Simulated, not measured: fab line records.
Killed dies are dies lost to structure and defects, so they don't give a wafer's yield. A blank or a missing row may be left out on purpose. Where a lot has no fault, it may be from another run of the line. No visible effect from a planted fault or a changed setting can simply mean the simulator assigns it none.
Matching of chambers -- flow n5_finfet -- pecvd-02 running N5_BEOL_M5_PECVD_70: 3 sister chambers
The step deposits SiO2 from TEOS/O2, target thk 16 nm, time 18 s. 3 wafers are shown with their chamber, then 12 later ones without.

== EACH WAFER AND ITS CHAMBER ==
wafer,chamber,showerhead_plenum_p_Torr (Torr)
L089.2,2,8.87
L092.1,1,8.77
L092.5,0,8.70

== WAFERS MISSING THEIR CHAMBER ==
wafer,showerhead_plenum_p_Torr (Torr)
L091.3,8.77
L091.4,8.85
L091.5,8.77
L093.3,8.85
L093.5,8.71
L093.6,8.86
L094.1,8.87
L094.2,8.73
L094.4,8.87
L097.2,8.72
L097.4,8.87
L097.6,8.71

== WHICH CHAMBER EACH WENT THROUGH ==
wafer,from the rows above,in truth
L091.3,1,1
L091.4,2,2
L091.5,1,1
L093.3,2,2
L093.5,0,0
L093.6,2,2
L094.1,2,2
L094.2,can't be placed: 0 or 1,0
L094.4,2,2
L097.2,0,0
L097.4,2,2
L097.6,0,0
Placed correctly: 11 of 12. Can't be placed from these rows: 1 (the true chamber is among the candidates in 1). 0 placed wrongly.
How it was worked out, from the rows above alone: a wafer's distance from a chamber is the root of the sum, over the readings, of the square of ((its reading less the chamber's mean) divided by the reading's scatter). If the next closest chamber is less than 2 further off than the closest, the wafer can't be placed; otherwise it belongs to the closest. For every chamber, the mean is computed from those of its wafers that are shown. The scatter (one wafer shown for each chamber): square how far every hidden wafer sits from the nearest shown wafer, average those squares and take the square root.
